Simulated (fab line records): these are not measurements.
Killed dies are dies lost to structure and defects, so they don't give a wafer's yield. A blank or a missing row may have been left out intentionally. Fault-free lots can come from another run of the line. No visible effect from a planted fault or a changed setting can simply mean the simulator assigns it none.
A struck lot beside a sound one | flow nand_harc | 15 out of 1302 route steps
Sound: these wafers, L487.1, L487.2, L487.3. Wafers L475.1, L475.5, L475.6 were the ones struck. The cause is given at the end.
For every step that has rows: the tool of each side, followed by ch and its chambers, followed by its first start. Under that, the readings that differ: sound wafers | struck wafers | difference of the means | sigmas: that difference in standard deviations of wafers without a fault.
alike: readings whose means differ by less than 2 such deviations, and words and numbers that are the same on both sides. not compared: withheld readings, readings that some wafer has no value for, bounds like >300 that may hide the same value, and numbers for which the record gives no deviation and whose values overlap.
The two part at a step that has a row with sigmas, a row that says differs or no value, or rows on one side only. When numbers do not overlap yet have no deviation, they are printed without sigmas and do not part them. Lack of a reading on every wafer of one side parts them only where that side has two or more wafers.

first, 5 steps without rows for these wafers: NHARC_P_GATE_SOFTBAKE_86 (time 95 s); NHARC_P_GATE_EBR_87; NHARC_P_GATE_EXPOSE_88 (exposes mask P HVN, target cd 2000 nm); NHARC_P_GATE_PEB_89 (peb time 85 s); NHARC_P_GATE_DEVELOP_90 (time 70 s).
NHARC_P_GATE_CD_MEAS_91: target cd 2000 nm.
  sound on cd_sem-03 ch 0, day 11 21:05; struck on cd_sem-01 ch 0, day 7 02:21
  alike: cd_nm
then, 1 step without rows for these wafers: NHARC_P_GATE_HARDBAKE_92 (time 80 s).
NHARC_P_GATE_DESCUM_93: chemistry O2, time 3 s.
  sound on rie_diel-09 ch 0,2,3, day 11 21:14; struck on rie_diel-12 ch 0,1, day 7 02:31
  alike: drypump_motor_current_A, oes_product_au, rf_vpp_V, showerhead_plenum_p_Torr, throttle_valve_pct
  not compared: rf_hours_counter_h
after that, 1 step had no rows for these wafers: NHARC_P_GATE_IMPLANT_94.
NHARC_P_GATE_STRIP_113: strips in N2/H2, time 740 s.
  sound on plasma_asher-01 ch 0,1, day 11 21:38; struck on plasma_asher-02 ch 0,1, day 7 02:52
  reading                     | sound       | struck      | difference | sigmas
  drypump_motor_current_A (A) | 6.3 6.2 6.2 | 5.4 5.4 5.9 | -0.7       | -2
  alike: heater_power_w
  not compared: rf_hours_counter_h
NHARC_P_GATE_STRIP_95: strips in O2.
  sound on plasma_asher-01 ch 0,1, day 11 22:21; struck on plasma_asher-02 ch 0,1, day 7 03:36
  reading                     | sound       | struck      | difference | sigmas
  drypump_motor_current_A (A) | 6.2 6.3 6.2 | 5.4 5.4 5.9 | -0.7       | -2
  alike: heater_power_w
  not compared: rf_hours_counter_h
then, 1 step without rows for these wafers: NHARC_P_GATE_STRIP_96 (strips in SPM, time 900 s).
NHARC_P_GATE_RTA_64: time 1 s.
  struck on rtp_anneal-01, day 7 04:10; sound on rtp_anneal-02 ch 0, day 11 22:55
  no value came back on the struck wafers for anneal_temp_c_max, lamp_power_pct (%), lamp_zone_3_pct (%), wafer_temp_C_max; on the sound wafers anneal_temp_c_max reads 1056.5 1057.2 1054.2
then, 1 step without rows for these wafers: NHARC_P_GATE_ETCH_77 (etches SiO2 in dHF, target depth 6 nm).
NHARC_END_SORT_01:
  the record has rows for the sound wafers here (prober-01 ch 0, day 30 12:04) and none for the struck ones

== WHERE THEY PART ==
First at NHARC_P_GATE_STRIP_113; last, within this record, at NHARC_END_SORT_01.

WHY: the cause the simulator had injected
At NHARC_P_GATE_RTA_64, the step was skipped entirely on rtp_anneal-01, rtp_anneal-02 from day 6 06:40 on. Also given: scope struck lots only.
